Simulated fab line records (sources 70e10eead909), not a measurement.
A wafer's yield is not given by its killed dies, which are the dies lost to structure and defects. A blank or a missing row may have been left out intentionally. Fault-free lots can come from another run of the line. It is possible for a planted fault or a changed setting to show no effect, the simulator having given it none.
Which tool was responsible? / flow nand harc / 18 wafers from 6 lots sampled at 5 of the route's 1302 steps

WHAT THE GAUGES READ, wafer by wafer
NHARC_END_SORT_01.
lot=L930; measured=day 24 23:26; on=prober-02; killed at other=0 0 2
lot=L937; measured=day 27 21:34; on=prober-01; killed at other=0 0 5
lot=L944; measured=day 30 15:40; on=prober-02; killed at other=0 0 0
lot=L947; measured=day 32 20:56; on=prober-01; killed at other=0 1 0
lot=L949; measured=day 32 22:36; on=prober-02; killed at other=0 0 0
lot=L952; measured=day 34 01:31; on=prober-02; killed at other=0 0 0

WHAT TOOL EACH LOT RAN ON (gives the tool, then ch and the chambers of the sampled wafers, and finally the start)
lot=L930; NHARC_A_BONDPAD_PVD_27=pvd sputter-02, day 23 18:25; NHARC_THIN_TSV_DEP_47=pecvd-03 ch 0,2, day 24 09:59; NHARC_THIN_TSV_DEGAS_53=pvd sputter-03, day 24 13:10; NHARC_THIN_TSV_STRIP_56=plasma asher-02 ch 0,1, day 24 14:58
lot=L937; NHARC_A_BONDPAD_PVD_27=pvd sputter-01, day 26 13:32; NHARC_THIN_TSV_DEP_47=pecvd-04 ch 1,2, day 27 04:55; NHARC_THIN_TSV_DEGAS_53=pvd sputter-02, day 27 08:00; NHARC_THIN_TSV_STRIP_56=plasma asher-01 ch 0,1, day 27 09:47
lot=L944; NHARC_A_BONDPAD_PVD_27=pvd sputter-03, day 29 06:44; NHARC_THIN_TSV_DEP_47=pecvd-04 ch 0,1, day 29 22:43; NHARC_THIN_TSV_DEGAS_53=pvd sputter-03, day 30 01:38; NHARC_THIN_TSV_STRIP_56=plasma asher-02 ch 0,1, day 30 04:10
lot=L947; NHARC_A_BONDPAD_PVD_27=pvd sputter-03, day 31 03:59; NHARC_THIN_TSV_DEP_47=pecvd-01 ch 0,1, day 32 05:21; NHARC_THIN_TSV_DEGAS_53=pvd sputter-02, day 32 08:45; NHARC_THIN_TSV_STRIP_56=plasma asher-02 ch 0,1, day 32 10:33
lot=L949; NHARC_A_BONDPAD_PVD_27=pvd sputter-02, day 31 09:03; NHARC_THIN_TSV_DEP_47=pecvd-01 ch 0,1, day 32 06:35; NHARC_THIN_TSV_DEGAS_53=pvd sputter-03, day 32 09:29; NHARC_THIN_TSV_STRIP_56=plasma asher-01 ch 0,1, day 32 11:14
lot=L952; NHARC_A_BONDPAD_PVD_27=pvd sputter-02, day 32 18:52; NHARC_THIN_TSV_DEP_47=pecvd-01 ch 0,1, day 33 10:19; NHARC_THIN_TSV_DEGAS_53=pvd sputter-02, day 33 13:14; NHARC_THIN_TSV_STRIP_56=plasma asher-01 ch 0,1, day 33 15:11
- NHARC_A_BONDPAD_PVD_27: deposits Cu, target thk 30 nm, time 20.49 s.
- NHARC_THIN_TSV_DEP_47: deposits SiO2, target thk 200 nm.
- NHARC_THIN_TSV_DEGAS_53: time 60 s.
- NHARC_THIN_TSV_STRIP_56: strips in O2.

THE ANSWER, worked out from the rows above alone
Rule: what is usual is taken from the lots themselves. The widest of any qualifying gaps counts: lots, ordered by their means at a reading, are off when they make up no more than a third of the lots, leave a main group of 4 or more, and stand apart from it by 3 or more times the standard deviation of that group's means. A main group is skipped when, at the precision printed for the reading in the tables above, its means are all equal. A lot without any number at a reading at which 4 lots or more have one is off too. All remaining lots with rows at the step are treated as sound.
Off, at NHARC_END_SORT_01 on killed at other: L937. The main group: mean 0.2, standard deviation 0.27.
A tool fits if, at a process step before that reading, it ran every lot that is off, and no sound lot after the first of them. Those tools and the gauges at NHARC_END_SORT_01 are tried in the same way. One fits: pvd sputter-01 at NHARC_A_BONDPAD_PVD_27. It ran no sound lot before its first lot that is off in this sample, so the start can't be narrowed down.

WHAT THE SIMULATOR HAD PUT IN
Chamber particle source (pvd sputter-01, NHARC_A_BONDPAD_PVD_27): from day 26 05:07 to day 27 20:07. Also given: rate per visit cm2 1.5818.
Shown lots that were struck: L937. The rule above found the same.
